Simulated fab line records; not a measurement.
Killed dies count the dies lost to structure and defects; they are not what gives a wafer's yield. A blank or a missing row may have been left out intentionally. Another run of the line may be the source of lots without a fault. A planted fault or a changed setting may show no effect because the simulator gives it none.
Chamber matching	flow n5_finfet	ald_sin-03 running N5_MOL_CONTACT_COAG_ALD_27: 3 sister chambers
The step deposits SiOC, target thk 17 nm, pulse time 1.5 s, time 2720 s. 14 wafers are shown with their chamber, then 7 later ones without.

## WAFERS PAIRED WITH THEIR CHAMBERS
wafer	chamber	heater_power_w (W)	precursor_pulse_height_rel
L074.4	1	765	1.020
L074.5	1	769	0.992
L074.6	2	799	1.018
L075.2	1	754	0.981
L075.4	2	817	1.011
L075.6	1	773	0.984
L077.1	1	771	1.022
L077.2	2	812	1.031
L077.5	2	802	1.009
L089.2	1	783	1.023
L089.3	0	982	1.023
L089.5	1	774	1.021
L092.1	1	760	0.979
L092.2	2	808	1.006

SIGNATURES, as means of the wafers listed above
reading	chamber 0	chamber 1	chamber 2	scatter within a chamber
heater_power_w	982.00	768.62	807.60	8.39
precursor_pulse_height_rel	1.02300	1.00275	1.01500	0.0174
Rule: a wafer's distance from a chamber is the root of the sum, over the readings, of the square of ((its reading less the chamber's mean) divided by the reading's scatter). If the next closest chamber is less than 2 further off than the closest, the wafer can't be placed; otherwise it belongs to the closest. The scatter: take each reading less its chamber's mean, square it, sum over the shown wafers, divide by the number of wafers less the number of chambers, and take the root.

## WAFERS WHOSE CHAMBER IS MISSING
wafer	heater_power_w (W)	precursor_pulse_height_rel
L092.3	993	0.961
L093.2	997	1.005
L093.3	768	1.001
L093.4	790	0.979
L094.1	789	0.995
L094.5	776	1.001
L094.6	791	0.974

## WHICH CHAMBER EACH ONE RAN IN
wafer	from the rows above	in truth
L092.3	0	0
L093.2	0	0
L093.3	1	1
L093.4	can't be placed: 1 or 2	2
L094.1	can't be placed: 1 or 2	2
L094.5	1	1
L094.6	can't be placed: 2 or 1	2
4 of 7 placed correctly. Not placeable from these rows: 3 (in 3, the candidates include the true chamber). 0 placed wrongly.
